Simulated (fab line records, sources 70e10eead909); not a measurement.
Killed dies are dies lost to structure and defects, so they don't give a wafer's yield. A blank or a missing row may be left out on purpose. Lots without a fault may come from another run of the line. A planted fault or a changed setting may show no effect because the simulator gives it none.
A struck lot beside a sound one | flow nand_harc | 15 steps out of a route of 1159
Sound: wafers L250.2, L250.4, L250.6. Struck: wafers L245.1, L245.4, L245.6. The cause comes at the end.
At each step with rows: each side's tool, then ch and its chambers, then its first start. Under that, the readings that differ: sound wafers | struck wafers | difference of the means | sigmas: that difference in standard deviations of wafers without a fault.
alike: readings whose means differ by less than 2 such deviations, and words and numbers that are the same on both sides. not compared: withheld readings, readings that some wafer has no value for, bounds like >300 that may hide the same value, and numbers for which the record gives no deviation and whose values overlap.
The two part at a step that has a row with sigmas, a row that says differs or no value, or rows on one side only. Numbers that don't overlap but have no deviation are shown without sigmas and don't part them. A reading that every wafer of one side lacks parts them only if that side has two wafers or more.

NHARC_P_M2_OVL_MEAS_10: pitch 340 nm.
  sound on overlay-01, day 11 02:07; struck on overlay-01, day 10 05:19
  alike: overlay_x_nm, overlay_y_nm
NHARC_P_M2_INSPECT_11:
  sound on defect_inspect-01, day 11 02:08; struck on defect_inspect-02, day 10 05:22
  alike: raw_defect_count
NHARC_P_M2_DESCUM_14: chemistry O2, time 3 s.
  sound on rie_diel-08 ch 0,1, day 11 02:13; struck on rie_diel-06 ch 1,2, day 10 05:26
  alike: chamber_pressure_mTorr, drypump_motor_current_A, oes_product_au, rf_vpp_V, showerhead_plenum_p_Torr, throttle_valve_pct
  not compared: rf_hours_counter_h
NHARC_P_M2_ETCH_35: etches the open film in N2/H2, target depth 40 nm, overetch 12 nm, time 43.94 s.
  sound on rie_diel-08 ch 0,1,3, day 11 02:31; struck on rie_diel-06 ch 0,1,3, day 10 05:31
  alike: chamber_pressure_mTorr, drypump_motor_current_A, oes_product_au, rf_vpp_V, showerhead_plenum_p_Torr, throttle_valve_pct
  not compared: rf_hours_counter_h
NHARC_P_M2_ETCH_15: etches the open film in C4F8/Ar, target depth 182.5 nm, time 91.2 s.
  sound on rie_diel-08 ch 0,2,3; struck on rie_diel-06 ch 0,1
  alike: chamber_pressure_mTorr, oes_product_au, rf_vpp_V
  not compared: rf_hours_counter_h
NHARC_P_M2_CD_MEAS_16:
  sound on cd_sem-03, day 11 02:46; struck on cd_sem-03, day 10 05:43
  alike: cd_nm
NHARC_P_M2_STRIP_18: strips in N2/H2.
  sound on rie_diel-08 ch 0,2, day 11 02:52; struck on rie_diel-06 ch 0,3, day 10 05:48
  alike: chamber_pressure_mTorr, drypump_motor_current_A, oes_product_au, rf_vpp_V, showerhead_plenum_p_Torr, throttle_valve_pct
  not compared: rf_hours_counter_h
then, 4 steps without rows for these wafers: NHARC_P_M2_ETCH_28 (etches the open film in CF4/N2, target depth 30 nm, time 72.99 s); NHARC_P_M2_STRIP_19 (strips in post etch residue remover, time 600 s); NHARC_P_M2_DEGAS_29 (time 60 s); NHARC_P_M2_PRE_CLEAN_30 (time 30 s).
NHARC_P_M2_PVD_20: deposits TaN, target thk 5 nm, time 8.06 s.
  sound on pvd_sputter-03; struck on pvd_sputter-01
  alike: bias_v, cathode_dc_power_W, throttle_valve_pct
NHARC_P_M2_PVD_21: deposits Cu, target thk 30 nm, time 20.49 s.
  sound on pvd_sputter-03, day 11 03:44; struck on pvd_sputter-01, day 10 06:45
  no value came back on the struck wafers for cathode_dc_power_W (W), chamber_pressure_pa (Pa), throttle_valve_pct (%); on the sound wafers cathode_dc_power_W (W) reads 5000.3 4999.4 5001.7
then, 1 step without rows for these wafers: NHARC_P_M2_ECD_22 (material Cu, target thk 400 nm).
-- the record jumps here: 13 days lie between the struck wafers' starts before and after (it left off in module P_M2 and takes up again in module END, whose first step shown is number 1159 of the route) --
NHARC_END_SORT_01:
  sound on prober-01 ch 0, day 23 23:04; struck on prober-02 ch 0, day 23 03:17
  reading                  | sound          | struck                                                               | difference                   | sigmas
  hold                     | - - -          | await_dispo/3.4h/scrap await_dispo/3.4h/scrap await_dispo/3.4h/scrap | no value on the sound wafers |
  defect_limited_yield (%) | 97.0 96.5 96.0 | 0 0 0                                                                | -96                          | -64
  killed_at_periphery      | 3 4 2          | 638 638 643                                                          | +637                         | +99 or more
  killed_dies              | 20 24 27       | 677 677 677                                                          | +653                         | +65
  sort_bin_2_pct (%)       | 1.2 0.7 1.2    | 95.4 96.2 96.3                                                       | +94.9                        | +99 or more
  sort_bin_3_pct (%)       | 0 0.15 0       | 0.59 0.74 0.15                                                       | +0.44                        | +2
  sort_n_pass              | 657 653 650    | 0 0 0                                                                | -653                         | -65
  sort_rim_yield_pct (%)   | 96.2 94.3 94.3 | 0 0 0                                                                | -95                          | -47
  sort_yield_pct (%)       | 97.0 96.5 96.0 | 0 0 0                                                                | -96                          | -64
  alike: killed_at_array, killed_at_other, killed_open, killed_short, sort_bin_4_pct

WHERE THEY PART
First at NHARC_P_M2_PVD_21; last, within this record, at NHARC_END_SORT_01.

WHY: what the simulator had put in
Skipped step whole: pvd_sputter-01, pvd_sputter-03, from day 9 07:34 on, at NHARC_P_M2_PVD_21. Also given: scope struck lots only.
